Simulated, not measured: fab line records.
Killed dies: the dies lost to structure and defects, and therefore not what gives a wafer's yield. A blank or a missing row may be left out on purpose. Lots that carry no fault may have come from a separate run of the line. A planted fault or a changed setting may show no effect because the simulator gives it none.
Which of the tools did it? ; flow n5_finfet ; 29 wafers from 11 lots sampled at 6 of the route's 1938 steps

== WHAT THE GAUGES SHOWED, per wafer ==
N5_BEOL_M4_RC_MEAS_101. Usual: DIBL_N 35.1 mV/V, standard deviation 1.5; DIBL_P 35.2 mV/V, standard deviation 2; IOFF_N 0.146 nA/um, standard deviation 0.028; IOFF_P 0.20 nA/um, standard deviation 0.036; ION_N 670 uA/um, standard deviation 12; ION_P 462 uA/um, standard deviation 8.2; SS_N 71.2 mV/dec, standard deviation 0.63; SS_P 73.1 mV/dec, standard deviation 0.7; VT_N 250 mV, standard deviation 3.6; VT_P -251 mV, standard deviation 3.3.
lot;measured;on;DIBL_N (mV/V);DIBL_P (mV/V);IOFF_N (nA/um);IOFF_P (nA/um);ION_N (uA/um);ION_P (uA/um);SS_N (mV/dec);SS_P (mV/dec);VT_N (mV);VT_P (mV);flag
L212;day 8 00:46;prober-01;34.7 36.7 37.3;33.7 36.4 36.6;0.115 0.153 0.167;0.16 0.20 0.21;634 675 669;440 463 453;70.6 71.1 71.8;73.0 73.7 73.5;256 251 247;-254 -254 -252;
L214;day 8 03:03;prober-01;36.7 34.2 35.7;36.8 34.3 35.8;0.158 0.117 0.134;0.21 0.17 0.19;646 669 655;448 460 453;72.1 70.9 71.5;72.9 72.4 72.8;253 255 255;-252 -253 -253;
L213;day 8 22:20;prober-02;32.4 36.0;32.2 37.7;0.104 0.163;0.16 0.24;659 668;454 465;70.0 71.6;72.6 73.4;254 248;-251 -250;
L215;day 8 23:31;prober-02;37.9 36.7 37.4;38.4 36.5 37.5;0.224 0.184 0.204;0.29 0.26 0.29;698 659 689;474 458 469;71.8 71.6 72.0;73.8 74.0 73.9;242 247 246;-245 -246 -245;
L216;day 8 23:44;prober-01;33.9 36.1 36.2;32.1 34.9 35.1;0.117 0.152 0.156;0.17 0.20 0.21;671 688 692;464 466 476;70.1 70.9 71.3;72.3 73.4 73.6;253 248 249;-250 -250 -247;
L217;day 9 02:35;prober-02;37.0 36.6;38.1 38.4;0.178 0.183;0.21 0.22;667 674;455 467;71.7 71.6;74.1 74.4;250 246;-252 -251;
L219;day 9 23:08;prober-02;36.9 37.3;35.9 36.5;0.197 0.203;0.25 0.25;699 670;475 458;71.1 71.3;74.2 74.4;242 246;-245 -247;
L227;day 11 23:38;prober-02;33.3 32.8 35.4;33.7 34.1 36.4;0.127 0.126 0.161;0.19 0.19 0.24;666 664 675;462 464 469;70.3 70.7 71.8;72.5 72.5 73.6;251 251 247;-249 -251 -247;
L231;day 13 00:38;prober-01;34.3 36.1;33.0 35.3;0.113 0.139;0.16 0.19;673 674;463 468;70.9 70.2;72.8 73.2;253 251;-253 -253;
L232;day 13 03:50;prober-01;32.4 32.4 35.7;31.6 31.9 36.2;0.116 0.120 0.183;0.19 0.19 0.26;656 666 680;460 462 475;70.9 71.7 71.9;71.7 72.3 73.1;254 252 246;-251 -249 -245;
L235;day 14 15:52;prober-01;34.9 36.2 35.0;36.4 37.9 36.3;0.155 0.173 0.146;0.21 0.23 0.20;684 678 675;468 465 472;71.1 71.8 71.4;73.1 74.0 73.0;248 246 248;-249 -250 -250;

== WHICH TOOL RAN EACH LOT (tool, then ch and the chambers of the sampled wafers, then the start) ==
lot;N5_BEOL_M2_ANNEAL_87;N5_BEOL_M2_SPUTTER_94;N5_BEOL_M2_ANNEAL_95;N5_BEOL_M2_ECD_50;N5_BEOL_M2_CMP_52
L212;pvd_sputter-03, day 6 18:52;pvd_sputter-03, day 6 19:40;pvd_sputter-03, day 6 19:44;ecd_cu-02 ch 0,1, day 6 20:00;cmp-04 ch 1,2, day 6 20:39
L214;pvd_sputter-03, day 7 06:17;pvd_sputter-03, day 7 07:05;pvd_sputter-03, day 7 07:10;ecd_cu-01 ch 0,1, day 7 07:26;cmp-02 ch 0,2,3, day 7 07:50
L213;pvd_sputter-03, day 7 18:52;pvd_sputter-03, day 7 19:40;pvd_sputter-03, day 7 19:45;ecd_cu-01 ch 0,1, day 7 20:00;cmp-02 ch 1,2, day 7 20:43
L215;pvd_sputter-02, day 7 20:32;pvd_sputter-02, day 7 21:20;pvd_sputter-02, day 7 21:25;ecd_cu-02 ch 0,1, day 7 21:40;cmp-04 ch 0,3, day 7 22:02
L216;pvd_sputter-01, day 7 20:51;pvd_sputter-01, day 7 21:39;pvd_sputter-01, day 7 21:44;ecd_cu-01 ch 0,1, day 7 21:59;cmp-02 ch 0,1,3, day 7 22:40
L217;pvd_sputter-01, day 7 22:59;pvd_sputter-01, day 7 23:47;pvd_sputter-01, day 7 23:52;ecd_cu-02 ch 0,1, day 8 00:08;cmp-02 ch 0,1, day 8 00:34
L219;pvd_sputter-02, day 8 18:26;pvd_sputter-02, day 8 19:14;pvd_sputter-02, day 8 19:19;ecd_cu-01 ch 0,1, day 8 19:34;cmp-01 ch 0,1, day 8 19:58
L227;pvd_sputter-03, day 10 23:19;pvd_sputter-03, day 11 00:07;pvd_sputter-03, day 11 00:12;ecd_cu-01 ch 0,1, day 11 00:28;cmp-01 ch 0,3, day 11 00:53
L231;pvd_sputter-02, day 11 08:49;pvd_sputter-02, day 11 13:23;pvd_sputter-02, day 11 13:28;ecd_cu-02 ch 0,1, day 11 13:49;cmp-04 ch 0,1, day 11 14:25
L232;pvd_sputter-03, day 11 18:28;pvd_sputter-03, day 11 19:16;pvd_sputter-03, day 11 19:20;ecd_cu-02 ch 0,1, day 11 19:37;cmp-04 ch 2,3, day 11 20:01
L235;pvd_sputter-02, day 13 01:25;pvd_sputter-02, day 13 02:13;pvd_sputter-02, day 13 02:18;ecd_cu-02 ch 0,1, day 13 02:34;cmp-04 ch 1,2,3, day 13 03:03
- N5_BEOL_M2_ANNEAL_87: time 240 s.
- N5_BEOL_M2_SPUTTER_94: material Cu, target thk 4.5 nm, time 8.29 s.
- N5_BEOL_M2_ANNEAL_95: time 240 s.
- N5_BEOL_M2_ECD_50: material Cu, target thk 300 nm.
- N5_BEOL_M2_CMP_52: polishes, stops on SiOC, t overpolish 6.8 s, target thk 40 nm.

== WHAT THE TOOLS THEMSELVES READ (means of the sampled wafers that have a number; where no wafer has one, the mark that the record gives instead) ==
N5_BEOL_M2_ANNEAL_87. Usual: heater_power_w at 834 W, with a standard deviation of 99.
lot;tool;heater_power_w (W);flag
L212;pvd_sputter-03;748;
L214;pvd_sputter-03;806;
L213;pvd_sputter-03;778;
L215;pvd_sputter-02;890;
L216;pvd_sputter-01;888;
L217;pvd_sputter-01;794;
L219;pvd_sputter-02;821;
L227;pvd_sputter-03;699;
L231;pvd_sputter-02;854;
L232;pvd_sputter-03;750;
L235;pvd_sputter-02;796;

N5_BEOL_M2_SPUTTER_94. Usual: throttle_valve_pct at 30.0 %, with a standard deviation of 0.95.
lot;tool;throttle_valve_pct (%);flag
L212;pvd_sputter-03;30.0;
L214;pvd_sputter-03;30.4;
L213;pvd_sputter-03;30.6;
L215;pvd_sputter-02;29.0;
L216;pvd_sputter-01;29.8;
L217;pvd_sputter-01;30.4;
L219;pvd_sputter-02;29.9;
L227;pvd_sputter-03;29.9;
L231;pvd_sputter-02;29.6;
L232;pvd_sputter-03;30.3;
L235;pvd_sputter-02;30.0;

N5_BEOL_M2_ANNEAL_95. Usual: heater_power_w at 835 W, with a standard deviation of 100.
lot;tool;heater_power_w (W);flag
L212;pvd_sputter-03;746;
L214;pvd_sputter-03;797;
L213;pvd_sputter-03;786;
L215;pvd_sputter-02;890;
L216;pvd_sputter-01;888;
L217;pvd_sputter-01;790;
L219;pvd_sputter-02;818;
L227;pvd_sputter-03;699;
L231;pvd_sputter-02;854;
L232;pvd_sputter-03;745;
L235;pvd_sputter-02;804;

N5_BEOL_M2_CMP_52. Usual: motor_current_A 6.0 A, standard deviation 0.49; time_to_endpoint_s 60 s, standard deviation 3.3.
lot;tool;motor_current_A (A);time_to_endpoint_s (s);flag
L212;cmp-04;6.4;59;
L214;cmp-02;6.1;58;
L213;cmp-02;5.9;58;
L215;cmp-04;5.8;68;
L216;cmp-02;5.6;58;
L217;cmp-02;5.7;60;
L219;cmp-01;5.6;60;
L227;cmp-01;6.2;40;OFF
L231;cmp-04;6.2;64;
L232;cmp-04;6.2;61;
L235;cmp-04;6.4;58;

== THE ANSWER, worked out from the rows above alone ==
Rule: a lot counts as off when the mean over its wafers that have a number is more than 3 standard deviations away from the usual mean. Also off: a lot with no number at a reading for which 4 or more lots have one. Where the step has rows for the other lots, those lots are counted as sound. First the gauges in route order, then the tools' own readings, where a lot's mean is used as printed above. The first step at which some lot is off is used, and at that step the reading that is off furthest; a lot without a number counts as furthest.
Off: L227 (N5_BEOL_M2_CMP_52, time_to_endpoint_s).
A tool fits if, at that step or a process step before it, it ran every lot that is off, and no sound lot after the first of them. Undecided on this evidence; 2 tools fit (ecd_cu-01 at N5_BEOL_M2_ECD_50, cmp-01 at N5_BEOL_M2_CMP_52).

== WHAT HAD BEEN PUT IN BY THE SIMULATOR ==
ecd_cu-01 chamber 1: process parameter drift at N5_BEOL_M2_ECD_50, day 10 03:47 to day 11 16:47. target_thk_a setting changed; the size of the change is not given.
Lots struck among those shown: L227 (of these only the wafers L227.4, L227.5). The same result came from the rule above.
